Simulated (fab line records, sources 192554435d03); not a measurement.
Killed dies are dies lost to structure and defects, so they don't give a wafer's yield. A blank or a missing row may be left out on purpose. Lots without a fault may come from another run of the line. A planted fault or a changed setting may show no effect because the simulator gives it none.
Chamber matching | flow n5_finfet | N5_BEOL_M8_ALD_77 on ald_metal-04: 4 sister chambers
The step deposits TaN, target thk 2 nm, pulse time 2 s, purge time 3 s. 8 wafers are shown with their chamber, then 9 later ones without.

WAFERS WITH THEIR CHAMBER
wafer  | chamber | heater_power_w (W) | precursor_vessel_temp_c (C)
L080.2 | 1       | 422                | 75.19
L080.6 | 2       | 361                | 75.08
L082.5 | 1       | 417                | 75.15
L082.6 | 2       | 365                | 74.97
L089.6 | 0       | 379                | 75.17
L087.4 | 3       | 452                | 75.03
L087.5 | 0       | 371                | 74.95
L087.6 | 3       | 443                | 75.02

WAFERS WITHOUT THEIR CHAMBER
wafer  | heater_power_w (W) | precursor_vessel_temp_c (C)
L088.1 | 417                | 75.06
L088.4 | 445                | 74.85
L088.6 | 402                | 74.91
L091.2 | 450                | 75.02
L091.3 | 355                | 75.06
L091.4 | 366                | 74.94
L094.2 | 374                | 75.18
L094.4 | 438                | 75.07
L094.5 | 449                | 75.15

WHICH CHAMBER EACH WENT THROUGH
wafer  | from the rows above     | in truth
L088.1 | 1                       | 1
L088.4 | 3                       | 3
L088.6 | can't be placed: 1 or 0 | 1
L091.2 | 3                       | 3
L091.3 | 2                       | 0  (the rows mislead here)
L091.4 | can't be placed: 2 or 0 | 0
L094.2 | can't be placed: 0 or 2 | 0
L094.4 | can't be placed: 3 or 1 | 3
L094.5 | 3                       | 3
Placed correctly: 4 of 9. Can't be placed from these rows: 4 (the true chamber is among the candidates in 4). Placed wrongly: 1.
How it was worked out, from the rows above alone: a wafer's distance from a chamber is the root of the sum, over the readings, of the square of ((its reading less the chamber's mean) divided by the reading's scatter). The wafer belongs to the nearest chamber; if the next one is less than 2 further off, it can't be placed. A chamber's mean is the mean of its shown wafers. The scatter: the root of (the sum of the squares of (reading less its chamber's mean) over the shown wafers, divided by (wafers less chambers)).
